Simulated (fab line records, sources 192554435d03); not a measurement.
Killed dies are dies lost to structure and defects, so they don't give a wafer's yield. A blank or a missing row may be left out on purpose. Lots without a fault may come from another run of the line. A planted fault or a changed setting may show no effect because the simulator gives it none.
Which tool did it? | flow n5_finfet | 9 lots, 25 wafers sampled, at 5 steps of a route of 1938

WHAT THE GAUGES READ, wafer by wafer
N5_BEOL_M4_RC_MEAS_101. Usual: CHAIN_V2 228 ohm/link, standard deviation 11; CHAIN_V2_max_site 236 ohm/link, standard deviation 12; DIBL_N 36.4 mV/V, standard deviation 2.7; DIBL_P 36 mV/V, standard deviation 3.2; IOFF_N 0.16 nA/um, standard deviation 0.046; IOFF_P 0.21 nA/um, standard deviation 0.055; ION_N 677 uA/um, standard deviation 15; ION_P 464 uA/um, standard deviation 11; SS_N 71.5 mV/dec, standard deviation 0.79; SS_P 73.3 mV/dec, standard deviation 0.93; VT_N 250 mV, standard deviation 4.1; VT_P -251 mV, standard deviation 4.4.
lot  | measured     | on        | CHAIN_V2 (ohm/link) | CHAIN_V2_max_site (ohm/link) | DIBL_N (mV/V)  | DIBL_P (mV/V) | IOFF_N (nA/um) | IOFF_P (nA/um) | ION_N (uA/um) | ION_P (uA/um) | SS_N (mV/dec)  | SS_P (mV/dec)  | VT_N (mV)   | VT_P (mV)      | flag
L823 | day 8 21:05  | prober-01 | 234 217 232         | 248 226 242                  | 38.3 37.2 35.4 | 40 38 36      | 0.22 0.19 0.16 | 0.36 0.28 0.26 | 695 691 682   | 487 478 481   | 72.9 72.2 72.0 | 73.0 73.6 73.0 | 242 245 248 | -239 -242 -243 |
L822 | day 9 09:14  | prober-02 | 236 235 218         | 247 251 228                  | 36.1 37.3 37.3 | 36 37 38      | 0.15 0.18 0.18 | 0.20 0.23 0.24 | 674 681 689   | 469 471 474   | 70.7 71.8 71.7 | 72.6 74.1 73.8 | 250 247 246 | -248 -250 -248 |
L830 | day 10 22:13 | prober-02 | 223 280             | 230 291                      | 36.4 36.7      | 37 36         | 0.16 0.15      | 0.22 0.19      | 677 672       | 468 457       | 71.0 71.5      | 74.2 73.1      | 247 251     | -248 -252      |
L832 | day 11 09:50 | prober-02 | 208 254             | 213 266                      | 33.4 32.7      | 34 33         | 0.15 0.13      | 0.20 0.17      | 691 668       | 471 460       | 70.3 70.5      | 72.8 72.9      | 246 249     | -248 -253      |
L834 | day 11 17:33 | prober-02 | 240 227 223         | 251 233 231                  | 33.3 38.7 36.7 | 34 39 35      | 0.12 0.24 0.18 | 0.18 0.25 0.19 | 656 684 653   | 454 456 445   | 71.3 72.1 72.6 | 73.1 75.0 73.5 | 254 244 252 | -254 -251 -254 |
L833 | day 11 23:30 | prober-01 | 222 231 226         | 231 237 240                  | 34.6 39.2 42.8 | 35 41 45      | 0.13 0.20 0.29 | 0.16 0.24 0.35 | 667 671 698   | 461 459 474   | 71.4 72.4 73.4 | 72.8 74.0 75.4 | 254 251 245 | -254 -249 -246 |
L840 | day 13 10:51 | prober-01 | 235 232 242         | 240 245 254                  | 36.5 32.8 35.4 | 35 31 34      | 0.14 0.10 0.13 | 0.19 0.14 0.17 | 663 659 670   | 462 453 461   | 70.9 70.5 71.1 | 72.6 72.4 72.0 | 250 256 252 | -251 -256 -255 |
L841 | day 14 04:37 | prober-02 | 221 221 208         | 232 229 213                  | 36.8 37.1 37.0 | 37 38 38      | 0.19 0.20 0.17 | 0.23 0.23 0.23 | 697 694 673   | 475 466 466   | 71.2 71.2 71.6 | 72.9 73.8 74.1 | 246 246 247 | -248 -253 -251 |
L842 | day 14 07:22 | prober-02 | 219 220 210         | 223 229 216                  | 40.0 36.7 41.0 | 38 34 40      | 0.21 0.14 0.23 | 0.22 0.16 0.25 | 677 659 689   | 457 448 467   | 72.4 71.2 72.3 | 73.5 72.5 74.2 | 249 253 247 | -253 -257 -252 |

WHICH TOOL RAN EACH LOT (tool, then ch and the chambers of the sampled wafers, then the start)
lot  | N5_BEOL_M3_STRIP_36                | N5_BEOL_M3_STRIP_97                           | N5_BEOL_M3_ALD_84                   | N5_BEOL_M3_ANNEAL_49
L823 | rie_diel-02 ch 0,1,2, day 7 18:20  | rie_diel-02 ch 0,1,2, day 7 19:10 or earlier  | ald_metal-02 ch 0,2,3, day 7 19:10  | pvd_sputter-03, day 7 21:29
L822 | rie_diel-05 ch 1,2,3, day 7 23:31  | rie_diel-05 ch 1,2,3, day 8 00:43 or earlier  | ald_metal-02 ch 0,1,2, day 8 00:43  | pvd_sputter-02, day 8 01:25
L830 | rie_diel-02 ch 1, day 10 04:07     | rie_diel-02 ch 1, day 10 05:08 or earlier     | ald_metal-02 ch 1,2, day 10 05:08   | pvd_sputter-02, day 10 05:46
L832 | rie_diel-03 ch 1,2, day 10 07:32   | rie_diel-03 ch 1,2, day 10 08:01 or earlier   | ald_metal-02 ch 2,3, day 10 08:01   | pvd_sputter-02, day 10 09:01
L834 | rie_diel-05 ch 0,3, day 10 22:14   | rie_diel-05 ch 0,3, day 10 23:22 or earlier   | ald_metal-01 ch 0,1,3, day 10 23:22 | pvd_sputter-03, day 11 00:01
L833 | rie_diel-05 ch 1,2,3, day 11 05:00 | rie_diel-05 ch 1,2,3, day 11 05:51 or earlier | ald_metal-03 ch 0,2,3, day 11 05:51 | pvd_sputter-03, day 11 06:26
L840 | rie_diel-02 ch 2,3, day 12 21:35   | rie_diel-02 ch 2,3, day 12 22:12 or earlier   | ald_metal-01 ch 0,1,3, day 12 22:12 | pvd_sputter-01, day 12 22:46
L841 | rie_diel-02 ch 0,2, day 13 08:46   | rie_diel-02 ch 0,2, day 13 09:47 or earlier   | ald_metal-03 ch 0,1,3, day 13 09:47 | pvd_sputter-01, day 13 10:29
L842 | rie_diel-03 ch 0,1,2, day 13 08:47 | rie_diel-03 ch 0,1,2, day 13 09:41 or earlier | ald_metal-02 ch 0,3, day 13 09:41   | pvd_sputter-03, day 13 10:30
- N5_BEOL_M3_STRIP_36: strips in N2/H2.
- N5_BEOL_M3_STRIP_97: strips in N2/H2, time 10 s.
- N5_BEOL_M3_ALD_84: deposits TaN, pulse time 2 s, purge time 3 s, co reactant purge time 2 s.
- N5_BEOL_M3_ANNEAL_49: time 240 s.

WHAT THE TOOLS THEMSELVES READ (means of the sampled wafers that have a number; where no wafer has one, the mark that the record gives instead)
N5_BEOL_M3_STRIP_36. Usual: drypump_motor_current_A 5.9 A, standard deviation 0.52; oes_product_au 0.79 a.u., standard deviation 0.1; rf_vpp_V 59.5 V, standard deviation 1.4; showerhead_plenum_p_Torr 2.58 Torr, standard deviation 0.077; throttle_valve_pct 23.58 %, standard deviation 0.26.
lot  | tool        | drypump_motor_current_A (A) | oes_product_au (a.u.) | rf_vpp_V (V) | showerhead_plenum_p_Torr (Torr) | throttle_valve_pct (%) | flag
L823 | rie_diel-02 | 5.8                         | 0.75                  | 57.9         | 2.53                            | 23.33                  |
L822 | rie_diel-05 | 5.9                         | 0.72                  | 59.4         | 2.59                            | 23.71                  |
L830 | rie_diel-02 | 6.3                         | 0.81                  | 59.4         | 2.59                            | 23.51                  |
L832 | rie_diel-03 | 5.7                         | 0.84                  | 60.1         | 2.55                            | 23.86                  |
L834 | rie_diel-05 | 6.3                         | 0.72                  | 58.7         | 2.50                            | 23.64                  |
L833 | rie_diel-05 | 5.9                         | 0.80                  | 60.0         | 2.58                            | 23.73                  |
L840 | rie_diel-02 | 6.1                         | 0.73                  | 59.1         | 2.65                            | 23.62                  |
L841 | rie_diel-02 | 5.7                         | 0.91                  | 58.2         | 2.65                            | 23.19                  |
L842 | rie_diel-03 | 5.8                         | 0.84                  | 60.5         | 2.52                            | 23.78                  |

N5_BEOL_M3_STRIP_97. Usual: drypump_motor_current_A 5.9 A, standard deviation 0.52; oes_product_au 0.79 a.u., standard deviation 0.1; rf_vpp_V 59.3 V, standard deviation 0.92; showerhead_plenum_p_Torr 2.58 Torr, standard deviation 0.077; throttle_valve_pct 23.58 %, standard deviation 0.26.
lot  | tool        | drypump_motor_current_A (A) | oes_product_au (a.u.) | rf_vpp_V (V) | showerhead_plenum_p_Torr (Torr) | throttle_valve_pct (%) | flag
L823 | rie_diel-02 | 5.8                         | 0.75                  | 58.9         | 2.53                            | 23.33                  |
L822 | rie_diel-05 | 5.9                         | 0.71                  | 58.7         | 2.59                            | 23.70                  |
L830 | rie_diel-02 | 6.3                         | 0.82                  | 58.7         | 2.59                            | 23.51                  |
L832 | rie_diel-03 | 5.7                         | 0.84                  | 59.2         | 2.55                            | 23.86                  |
L834 | rie_diel-05 | 6.3                         | 0.73                  | 57.9         | 2.50                            | 23.64                  |
L833 | rie_diel-05 | 5.9                         | 0.80                  | 59.5         | 2.58                            | 23.72                  |
L840 | rie_diel-02 | 6.2                         | 0.73                  | 58.9         | 2.65                            | 23.62                  |
L841 | rie_diel-02 | 5.7                         | 0.92                  | 59.5         | 2.65                            | 23.17                  |
L842 | rie_diel-03 | 5.8                         | 0.84                  | 59.0         | 2.52                            | 23.80                  |

N5_BEOL_M3_ALD_84. Usual: heater_power_w 414 W, standard deviation 45.
lot  | tool         | heater_power_w (W) | flag
L823 | ald_metal-02 | 377                |
L822 | ald_metal-02 | 353                |
L830 | ald_metal-02 | 346                |
L832 | ald_metal-02 | 380                |
L834 | ald_metal-01 | 457                |
L833 | ald_metal-03 | 397                |
L840 | ald_metal-01 | 456                |
L841 | ald_metal-03 | 414                |
L842 | ald_metal-02 | 396                |

N5_BEOL_M3_ANNEAL_49. Usual: heater_power_w 823 W, standard deviation 62.
lot  | tool           | heater_power_w (W) | flag
L823 | pvd_sputter-03 | 831                |
L822 | pvd_sputter-02 | 826                |
L830 | pvd_sputter-02 | 803                |
L832 | pvd_sputter-02 | 798                |
L834 | pvd_sputter-03 | 886                |
L833 | pvd_sputter-03 | 798                |
L840 | pvd_sputter-01 | 783                |
L841 | pvd_sputter-01 | 838                |
L842 | pvd_sputter-03 | 886                |

THE ANSWER, worked out from the rows above alone
Rule: a lot is off if the mean of its wafers that have a number lies more than 3 standard deviations from the usual mean. A lot without any number at a reading at which 4 lots or more have one is off too. The other lots that the step has rows for count as sound. The gauges are gone through in route order, then the tools' own readings, and for those a lot's mean is taken as printed above. The first step at which some lot is off is used, and at that step the reading that is off furthest; a lot without a number counts as furthest.
No lot is off at any reading shown: from this, nothing can be told.

WHAT THE SIMULATOR HAD PUT IN
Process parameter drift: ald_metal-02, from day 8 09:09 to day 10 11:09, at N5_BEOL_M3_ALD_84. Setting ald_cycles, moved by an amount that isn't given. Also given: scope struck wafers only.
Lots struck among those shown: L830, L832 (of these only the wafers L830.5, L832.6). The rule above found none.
